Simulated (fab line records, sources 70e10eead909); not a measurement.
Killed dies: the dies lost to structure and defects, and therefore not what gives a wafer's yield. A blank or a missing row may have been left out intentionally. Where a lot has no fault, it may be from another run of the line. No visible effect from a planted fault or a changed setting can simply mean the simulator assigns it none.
Which tool was responsible? ; flow nand_harc ; 24 lots with 72 wafers sampled at 2 steps, on a route of 1302 steps

WHAT EACH GAUGE READ, for each wafer
NHARC_P_M1_INSPECT_27. Usual: raw_defect_count reads 314 (standard deviation 110).
lot;measured;on;raw_defect_count;flag
L074;day 6 08:08;defect_inspect-02;252 179 171;
L075;day 6 15:53;defect_inspect-02;402 441 519;
L076;day 7 04:32;defect_inspect-01;368 232 148;
L077;day 7 09:53;defect_inspect-02;242 430 304;
L078;day 7 20:39;defect_inspect-01;394 177 205;
L079;day 8 07:11;defect_inspect-01;196 412 330;
L080;day 8 23:35;defect_inspect-02;333 355 285;
L081;day 9 07:20;defect_inspect-01;468 263 616;
L082;day 9 15:02;defect_inspect-01;271 172 292;
L083;day 10 05:55;defect_inspect-01;413 206 211;
L084;day 10 13:25;defect_inspect-02;367 343 333;
L085;day 10 23:29;defect_inspect-02;158 200 277;
L086;day 11 02:49;defect_inspect-01;131 174 185;
L087;day 11 15:16;defect_inspect-02;375 254 243;
L088;day 12 17:20;defect_inspect-02;287 175 209;
L089;day 12 18:07;defect_inspect-02;294 278 302;
L090;day 13 03:34;defect_inspect-02;224 238 345;
L091;day 13 06:01;defect_inspect-02;571 492 349;
L092;day 13 20:43;defect_inspect-02;267 627 460;
L093;day 14 12:32;defect_inspect-02;347 470 619;
L094;day 14 13:25;defect_inspect-01;281 290 291;
L095;day 15 05:58;defect_inspect-01;259 359 245;
L096;day 15 09:46;defect_inspect-02;390 310 395;
L097;day 15 17:22;defect_inspect-02;208 329 331;

WHAT TOOL EACH LOT RAN ON (gives the tool, then ch and the chambers of the sampled wafers, and finally the start)
lot;NHARC_P_M1_ETCH_28
L074;rie_diel-08 ch 0,1, day 6 08:08 or earlier
L075;rie_diel-04 ch 1,2,3, day 6 15:53 or earlier
L076;rie_diel-08 ch 0,1,3, day 7 04:32 or earlier
L077;rie_diel-08 ch 0,3, day 7 09:53 or earlier
L078;rie_diel-08 ch 0,1, day 7 20:39 or earlier
L079;rie_diel-08 ch 0,1, day 8 07:11 or earlier
L080;rie_diel-08 ch 0,1,2, day 8 23:35 or earlier
L081;rie_diel-04 ch 0,2,3, day 9 07:20 or earlier
L082;rie_diel-06 ch 0,3, day 9 15:02 or earlier
L083;rie_diel-08 ch 0,1,3, day 10 05:55 or earlier
L084;rie_diel-06 ch 0,1,2, day 10 13:25 or earlier
L085;rie_diel-06 ch 0,2,3, day 10 23:29 or earlier
L086;rie_diel-06 ch 0,2,3, day 11 02:49 or earlier
L087;rie_diel-06 ch 0,3, day 11 15:16 or earlier
L088;rie_diel-08 ch 1,2,3, day 12 17:20 or earlier
L089;rie_diel-08 ch 0,1,2, day 12 18:07 or earlier
L090;rie_diel-06 ch 2,3, day 13 03:34 or earlier
L091;rie_diel-06 ch 0,2, day 13 06:01 or earlier
L092;rie_diel-06 ch 0,2, day 13 20:43 or earlier
L093;rie_diel-06 ch 2,3, day 14 12:32 or earlier
L094;rie_diel-04 ch 0,2,3, day 14 13:25 or earlier
L095;rie_diel-08 ch 0,1,2, day 15 05:58 or earlier
L096;rie_diel-06 ch 2,3, day 15 09:46 or earlier
L097;rie_diel-08 ch 1,2, day 15 17:22 or earlier
- NHARC_P_M1_ETCH_28: etches the open film in CF4/N2, target depth 30 nm, time 72.99 s.

WHAT THE TOOLS THEMSELVES READ (means of the sampled wafers that have a number; where no wafer has one, the mark that the record gives instead)
NHARC_P_M1_ETCH_28. Usual: drypump_motor_current_A 6.0 A, standard deviation 0.42; oes_product_au 1.001 a.u., standard deviation 0.011; rf_vpp_V 314.2 V, standard deviation 2; showerhead_plenum_p_Torr 2.63 Torr, standard deviation 0.099; throttle_valve_pct 19.794 %, standard deviation 0.0087.
lot;tool;drypump_motor_current_A (A);oes_product_au (a.u.);rf_vpp_V (V);showerhead_plenum_p_Torr (Torr);throttle_valve_pct (%);flag
L074;rie_diel-08;5.7;1.014;311.6;2.49;19.792;
L075;rie_diel-04;5.6;0.988;312.9;2.59;19.791;
L076;rie_diel-08;6.0;1.008;313.5;2.61;19.794;
L077;rie_diel-08;6.0;1.010;315.1;2.70;19.788;
L078;rie_diel-08;5.7;1.015;311.4;2.49;19.799;
L079;rie_diel-08;6.0;1.012;312.2;2.52;19.790;
L080;rie_diel-08;5.8;1.011;313.4;2.54;19.789;
L081;rie_diel-04;5.9;1.000;313.1;2.59;19.796;
L082;rie_diel-06;5.9;1.014;316.4;2.70;19.792;
L083;rie_diel-08;6.0;0.991;312.2;2.61;19.795;
L084;rie_diel-06;6.0;0.996;315.4;2.68;19.784;
L085;rie_diel-06;6.2;1.000;314.8;2.67;19.804;
L086;rie_diel-06;6.2;1.009;316.0;2.67;19.798;
L087;rie_diel-06;6.0;1.004;315.9;2.70;19.791;
L088;rie_diel-08;6.0;0.988;315.3;2.65;19.792;
L089;rie_diel-08;5.8;0.992;312.1;2.53;19.798;
L090;rie_diel-06;6.5;1.000;314.9;2.65;19.789;
L091;rie_diel-06;6.0;1.001;314.6;2.65;19.792;
L092;rie_diel-06;6.0;1.004;315.5;2.65;19.787;
L093;rie_diel-06;6.3;1.004;314.8;2.68;19.791;
L094;rie_diel-04;5.9;1.002;313.8;2.57;19.791;
L095;rie_diel-08;5.8;0.986;312.4;2.53;19.791;
L096;rie_diel-06;6.3;1.014;316.2;2.68;19.797;
L097;rie_diel-08;5.8;0.986;313.3;2.58;19.792;

THE ANSWER, worked out from the rows above alone
Rule: a lot is off if the mean of its wafers that have a number lies more than 3 standard deviations from the usual mean. Also off: a lot with no number at a reading for which 4 or more lots have one. All remaining lots with rows at the step are treated as sound. The gauges are gone through in route order, then the tools' own readings, and for those a lot's mean is taken as printed above. At the first step where some lot is off, the reading lying furthest off is the one used; lots without a number count as furthest.
No lot is off at any reading shown: from this, nothing can be told.

WHAT THE SIMULATOR HAD PUT IN
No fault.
